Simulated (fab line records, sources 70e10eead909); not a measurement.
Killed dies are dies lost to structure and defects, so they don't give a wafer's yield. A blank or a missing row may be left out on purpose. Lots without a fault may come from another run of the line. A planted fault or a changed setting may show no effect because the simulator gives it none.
One fault seen from 3 desks | flow nand_harc | each desk has only its own numbers; what lay behind them comes last

THE METROLOGY DESK
What the gauges read, lot by lot, whatever tool the lot ran on: means of the sampled wafers that have a number. A lot is out of limits, marked OUT, if its mean lies more than 4 standard deviations from the usual mean; the brackets give that distance.
Columns: A = overlay_x_nm at NHARC_A_BONDPAD_OVL_MEAS_35, usual 0 nm; B = overlay_y_nm at NHARC_A_BONDPAD_OVL_MEAS_35, usual 0 nm; C = thk_nm at NHARC_A_BONDPAD_THK_MEAS_20, usual 169.6 nm
lot  | first seen here | A   | B  | C
L411 | day 23 01:46    | 7   | 3  | 171.8
L413 | day 24 09:25    | -12 | 3  | 172.3
L418 | day 26 02:00    | 1   | -9 | 170.6
L421 | day 26 21:04    | 1   | 1  | 166.8
L423 | day 27 17:37    | -10 | 2  | 170.0
L426 | day 28 19:57    | -8  | 3  | 398.6 (+99 or more) OUT
L425 | day 28 21:32    | -6  | -5 | 405.0 (+99 or more) OUT
L429 | day 31 00:13    | 1   | -7 | 168.5
L430 | day 31 01:35    | -1  | 13 | 168.8
L433 | day 33 02:36    | 3   | 2  | 169.5
L434 | day 33 05:49    | 2   | -4 | 169.9
This desk's finding: out of limits on L425, L426; first on L426, day 28 22:25 (thk_nm at NHARC_A_BONDPAD_THK_MEAS_20). In limits: L411, L413, L418, L421, L423, L429, L430, L433, L434.

THE TOOL OWNER'S DESK: cmp-01
The tool's own readings at NHARC_A_BONDPAD_CMP_19 (polishes, t overpolish 30 s, cu recess touch 16 s, target thk 169.82 nm): means of the sampled wafers that have a number, for each lot that ran on this tool. A lot is out of limits, marked OUT, if its mean lies more than 4 standard deviations from the usual mean; the brackets give that distance.
Columns: A = edge_zone_pressure_frac at NHARC_A_BONDPAD_CMP_19, usual 1.000; B = motor_current_A at NHARC_A_BONDPAD_CMP_19, usual 11.9 A; C = overpolish_run_s at NHARC_A_BONDPAD_CMP_19, usual 30.001 s
lot  | first seen here | A     | B    | C
L411 | day 23 03:59    | 1.002 | 13.0 | 30.000
L421 | day 26 23:15    | 0.993 | 13.0 | 30.002
L429 | day 31 02:23    | 1.002 | 12.9 | 30.002
L430 | day 31 03:46    | 0.999 | 12.5 | 29.986
L433 | day 33 04:53    | 1.002 | 12.7 | 29.995
This desk's finding: nothing out of limits on any of the 5 lots.

THE DEFECT DESK
What the inspections along the route counted, lot by lot: means of the sampled wafers that have a number. A lot is out of limits, marked OUT, if its mean lies more than 4 standard deviations from the usual mean; the brackets give that distance.
Columns: A = raw_defect_count at NHARC_A_BONDPAD_INSPECT_23, usual 572
lot  | first seen here | A
L411 | day 23 04:31    | 420
L413 | day 24 12:06    | 503
L418 | day 26 04:52    | 666
L421 | day 26 23:44    | 555
L423 | day 27 20:18    | 581
L426 | day 28 22:38    | 3273 (+23) OUT
L425 | day 29 00:13    | 3282 (+23) OUT
L429 | day 31 02:53    | 678
L430 | day 31 04:17    | 466
L433 | day 33 05:20    | 472
L434 | day 33 08:38    | 597
This desk's finding: out of limits on L425, L426; first on L426, day 28 22:38 (raw_defect_count at NHARC_A_BONDPAD_INSPECT_23). In limits: L411, L413, L418, L421, L423, L429, L430, L433, L434.

PUT TOGETHER
The metrology desk could have raised an alarm at day 28 22:25, on L425, L426.
The defect desk could have raised an alarm at day 28 22:38, on L425, L426.
The tool owner's desk saw nothing out of limits.
The tool owner's desk has no number on record for L425, L426.
Of the lots named, all ran NHARC_A_BONDPAD_CMP_19 on cmp-01.

WHAT THE SIMULATOR HAD PUT IN
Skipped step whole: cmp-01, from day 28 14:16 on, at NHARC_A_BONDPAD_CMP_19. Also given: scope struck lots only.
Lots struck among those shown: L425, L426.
Hours from the fault's start to each desk's first reading out of limits: the metrology desk, 8; the defect desk, 8.
